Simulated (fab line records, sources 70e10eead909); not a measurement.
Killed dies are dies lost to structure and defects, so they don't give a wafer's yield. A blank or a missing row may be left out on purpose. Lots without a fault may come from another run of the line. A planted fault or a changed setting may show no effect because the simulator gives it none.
Which tool did it? | flow nand_harc | 6 lots, 18 wafers sampled, at 4 steps of a route of 1159

WHAT THE GAUGES READ, wafer by wafer
NHARC_THIN_TSV_INSPECT_40.
lot  | measured     | on                | raw_defect_count
L204 | day 19 09:29 | defect_inspect-02 | 367 434 393
L202 | day 20 04:02 | defect_inspect-02 | 371 384 417
L211 | day 23 06:18 | defect_inspect-01 | 566 523 485
L218 | day 23 22:50 | defect_inspect-01 | 486 553 473
L222 | day 24 10:45 | defect_inspect-02 | 396 447 477
L223 | day 24 20:53 | defect_inspect-01 | 418 548 359

WHICH TOOL RAN EACH LOT (tool, then ch and the chambers of the sampled wafers, then the start)
lot  | NHARC_THIN_TSV_CMP_21         | NHARC_THIN_TSV_PRE_CLEAN_54  | NHARC_THIN_TSV_ETCH_36
L204 | cmp-01 ch 0,2,3, day 19 04:41 | pvd_sputter-01, day 19 05:08 | rie_metal-01 ch 0,1, day 19 06:46
L202 | cmp-03 ch 0,3, day 19 21:56   | pvd_sputter-02, day 19 22:28 | rie_metal-02 ch 0,1, day 20 00:06
L211 | cmp-02 ch 1,2,3, day 22 22:59 | pvd_sputter-03, day 22 23:29 | rie_metal-02 ch 0,1, day 23 00:58
L218 | cmp-03 ch 0,1,3, day 23 16:08 | pvd_sputter-03, day 23 16:41 | rie_metal-01 ch 0,1, day 23 18:17
L222 | cmp-02 ch 1,3, day 24 03:16   | pvd_sputter-02, day 24 03:49 | rie_metal-01 ch 0,1, day 24 05:25
L223 | cmp-03 ch 1,3, day 24 14:22   | pvd_sputter-01, day 24 14:53 | rie_metal-03 ch 0,1, day 24 16:22
- NHARC_THIN_TSV_CMP_21: polishes, t overpolish 30 s, target thk 2000 nm.
- NHARC_THIN_TSV_PRE_CLEAN_54: time 30 s.
- NHARC_THIN_TSV_ETCH_36: etches the open film in Cl2/BCl3, target depth 65 nm, time 18.571 s.

THE ANSWER, worked out from the rows above alone
Rule: what is usual is taken from the lots themselves. Put in order of their means at a reading, lots are off if they are a third of the lots or fewer, leave a main group of 4 or more, and stand apart from it by a gap of 3 or more times the standard deviation of the main group's means; of several such gaps the widest counts. A main group whose means are all the same, to the digits that the tables above print for the reading, isn't used. A lot without any number at a reading at which 4 lots or more have one is off too. The other lots that the step has rows for count as sound.
No lot is off at any reading shown: from this, nothing can be told.

WHAT THE SIMULATOR HAD PUT IN
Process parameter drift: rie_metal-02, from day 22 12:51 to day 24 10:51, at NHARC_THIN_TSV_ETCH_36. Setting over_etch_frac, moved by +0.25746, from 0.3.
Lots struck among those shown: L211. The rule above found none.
